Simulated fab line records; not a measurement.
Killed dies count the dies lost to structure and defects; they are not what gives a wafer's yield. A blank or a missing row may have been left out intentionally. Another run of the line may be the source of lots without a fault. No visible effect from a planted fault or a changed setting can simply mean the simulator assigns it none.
Struck lot and sound lot, side by side :: flow n5_finfet :: 27 steps out of a route of 1938
Sound: the wafers L892.1, L892.3, L892.4. The struck wafers were L888.2, L888.3, L888.4. The cause is given at the end.
Per side, at each step with rows, come the tool, then ch with its chambers, and then its first start. Under that, the readings that differ: sound wafers :: struck wafers :: difference of the means :: sigmas: that difference in standard deviations of wafers without a fault.
alike: readings with means less than 2 such deviations apart, plus words and numbers identical on both sides. not compared: withheld readings, readings lacking a value on some wafer, bounds such as >300 that could conceal the same value, and numbers that have no deviation in the record and whose values overlap.
The two part at a step that has a row with sigmas, a row that says differs or no value, or rows on one side only. Non-overlapping numbers with no deviation appear without sigmas and do not part them. A reading missing from all wafers of one side parts the sides only when that side holds two or more wafers.

first, 9 steps without rows for these wafers: N5_SD_EPI_P_EBR_05; N5_SD_EPI_P_SOFTBAKE_04 (time 60 s); N5_SD_EPI_P_EXPOSE_06 (exposes mask SD P BLK, target cd 240 nm); N5_SD_EPI_P_PEB_07 (peb time 60 s); N5_SD_EPI_P_DEVELOP_08 (develop time 30 s); N5_SD_EPI_P_DESCUM_14 (chemistry O2, time 7.9 s); N5_SD_EPI_P_ETCH_36 (etches SiARC in CF4, target depth 45.5 nm, time 75.8 s); N5_SD_EPI_P_ETCH_37 (etches SOC in N2/H2, overetch 108 nm, time 486 s); N5_SD_EPI_P_STRIP_38 (strips in N2/H2).
N5_SD_EPI_P_ETCHBACK_46: etches SiNx in CH3F/O2, stops on SiO2, target depth 17.5 nm.
  sound on rie_diel-01 ch 1,2,3, day 6 19:27; struck on rie_diel-06 ch 0,2,3, day 6 05:03
  no value came back on the struck wafers for any of 9 readings (CH3F_flow_sccm (sccm), O2_flow_sccm (sccm) and others); on the sound wafers CH3F_flow_sccm (sccm) reads 30.16 29.85 29.87
reading: model.SiARC_of_SD_EPI_P_COAT_35.thk_nm (nm)
sound: 15 14.6 14.8
struck: 19.4 19.8 20
difference: +4.9
sigmas: 
then, 1 step without rows for these wafers: N5_SD_EPI_P_ETCH_47 (etches SiOCN in CH3F/O2, target depth 25 nm).
N5_SD_EPI_P_ETCH_16: etches SiO2 in CHF3/O2, target depth 5 nm.
  sound on rie_diel-01 ch 1,2,3, day 6 19:39; struck on rie_diel-06 ch 0,2,3, day 6 05:15
reading: model.SiARC_of_SD_EPI_P_COAT_35.thk_nm (nm)
sound: 11.4 11.2 11.2
struck: 16 16.4 16.4
difference: +5
sigmas: 
  alike: drypump_motor_current_A, mfc_ar_sccm, oes_product_au, rf_vpp_V, showerhead_plenum_p_Torr, throttle_valve_pct
  not compared: rf_hours_counter_h
then, 8 steps without rows for these wafers: N5_SD_EPI_P_STRIP_50 (strips in CHF3/O2); N5_SD_EPI_P_SD_RECESS_17 (chemistry HBr/Cl2/O2, target depth 39.1 nm, bt time 3 s); N5_SD_EPI_P_WET_ETCH_45 (etches SiO2 in dHF, time 10.7 s, target depth 2 nm, rinse time 30 s); N5_SD_EPI_P_STRIP_40 (strips in N2/H2); N5_SD_EPI_P_PRECLEAN_52 (cleans in O3/DIW, time 60 s); N5_SD_EPI_P_SRD_20 (time 30 s); N5_SD_EPI_P_PRECLEAN_51 (cleans in NF3:NH3, afs cycles 1, time 20 s, sublimation time 60 s); N5_SD_EPI_P_VAPOR_ETCH_44 (etches SiGe30 in NF3/Ar, time 3.3 s).
N5_SD_EPI_P_EPI_21: deposits SiGe:B, time 355 s.
  sound on epi_rpcvd-03 ch 0, day 6 20:38; struck on epi_rpcvd-04 ch 0, day 6 06:22
reading: model.SiGe-B_of_SD_EPI_P_EPI_21.thk_nm (nm)
sound: 61.2 60.6 60.6
struck: 0.8 0.8 1.2
difference: -59.9
sigmas: 
then, 2 steps without rows for these wafers: N5_SD_EPI_P_HM_STRIP_48 (strips SiNx in H3PO4, material SiNx, target depth 3 nm); N5_SD_EPI_P_SRD_49 (time 30 s).
N5_SD_EPI_P_PRECLEAN_24: cleans in O3/DIW, time 45 s.
  sound on wet_bench-02 ch 0,4,7, day 6 23:40; struck on wet_bench-03 ch 0,5,6, day 6 08:23
reading: model.SiGe-B_of_SD_EPI_P_EPI_21.thk_nm (nm)
sound: 60.8 60.2 60.2
struck: 0.8 0.8 1.2
difference: -59.5
sigmas: 
then, 1 step without rows for these wafers: N5_SD_EPI_P_PRECLEAN_32 (cleans in dHF, time 10 s).
N5_BEOL_M4_RC_MEAS_101:
  the record has rows for the sound wafers here (prober-01 ch 0, day 11 09:43) and none for the struck ones
-- a jump in the record: the struck wafers' starts before and after are 10 days apart (it breaks off in module BEOL_M4 and resumes in module PASSIVATION, where the first step shown is number 1936 of the route) --
N5_PASSIVATION_PROBE_49:
  sound on prober-01 at day 15 10:08; struck on prober-02 at day 15 23:12
reading: defect_limited_yield (%)
sound: 92.0 90.8 95.4
struck: 0 0 0
difference: -93
sigmas: -62

reading: killed_at_front_end
sound: 40 51 16
struck: 1115 1122 1113
difference: +1081
sigmas: +99 or more

reading: killed_dies
sound: 94 108 54
struck: 1180 1180 1180
difference: +1095
sigmas: +64

reading: killed_on_rim
sound: 11 12 9
struck: 152 152 152
difference: +141
sigmas: +35

reading: sort_bin_5_function (%)
sound: 4.4 4.5 2.5
struck: 96.0 97.4 95.8
difference: +92.6
sigmas: +99 or more

reading: sort_n_pass
sound: 1086 1072 1126
struck: 0 0 0
difference: -1095
sigmas: -64

reading: sort_yield_pct (%)
sound: 92.0 90.8 95.4
struck: 0 0 0
difference: -93
sigmas: -66
  alike: killed_at_M0_to_M3, killed_at_M4_up, killed_at_contacts, killed_at_other, killed_open, killed_short, sort_bin_6_memory, sort_bin_8_speed

WHERE THEY PART
At N5_SD_EPI_P_ETCHBACK_46 first; at N5_PASSIVATION_PROBE_49 last (within this record only).

WHY: what the simulator had put in
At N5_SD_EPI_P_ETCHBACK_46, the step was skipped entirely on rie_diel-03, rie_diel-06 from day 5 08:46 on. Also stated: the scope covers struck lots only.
